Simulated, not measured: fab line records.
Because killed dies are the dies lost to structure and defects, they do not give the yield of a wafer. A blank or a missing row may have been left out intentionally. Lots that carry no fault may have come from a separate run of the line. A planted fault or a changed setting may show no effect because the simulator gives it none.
The tool behind it: which one? + flow nand_harc + 12 lots (36 wafers sampled), 1 step of a 1302-step route

== WHAT THE GAUGES SHOWED, per wafer ==
NHARC_A_M0_CD_MEAS_16.
| lot  | measured     | on        | cd_nm (nm)     |
|------|--------------|-----------|----------------|
| L074 | day 23 06:35 | cd_sem-03 | 80.0 80.6 80.1 |
| L077 | day 23 18:26 | cd_sem-01 | 80.4 79.0 80.0 |
| L078 | day 24 12:03 | cd_sem-01 | 79.3 80.7 80.4 |
| L082 | day 26 21:31 | cd_sem-03 | 79.5 79.8 79.8 |
| L083 | day 27 03:50 | cd_sem-01 | 80.5 81.1 80.4 |
| L085 | day 28 02:14 | cd_sem-01 | 80.9 80.3 81.1 |
| L088 | day 28 17:07 | cd_sem-02 | 80.5 79.5 80.7 |
| L087 | day 29 01:06 | cd_sem-02 | 79.6 79.3 79.0 |
| L091 | day 30 10:44 | cd_sem-03 | 80.3 80.8 80.9 |
| L093 | day 31 20:17 | cd_sem-01 | 80.3 80.1 80.3 |
| L095 | day 31 22:34 | cd_sem-03 | 78.8 79.5 80.6 |
| L097 | day 32 20:11 | cd_sem-01 | 80.4 79.8 80.2 |

== WHICH TOOL RAN EACH LOT (tool, then ch and the chambers of the sampled wafers, then the start) ==
There is no process step in the record ahead of these readings.

== THE ANSWER, worked out from the rows above alone ==
Rule: the lots themselves supply what counts as usual. Put in order of their means at a reading, lots are off if they are a third of the lots or fewer, leave a main group of 4 or more, and stand apart from it by a gap of 3 or more times the standard deviation of the main group's means; of several such gaps the widest counts. A main group whose means are all the same, to the digits that the tables above print for the reading, isn't used. A lot without any number at a reading at which 4 lots or more have one is off too. Where the step has rows for the other lots, those lots are counted as sound.
No lot is off on any of the readings shown, so nothing can be concluded from this.

== WHAT WAS PUT IN BY THE SIMULATOR ==
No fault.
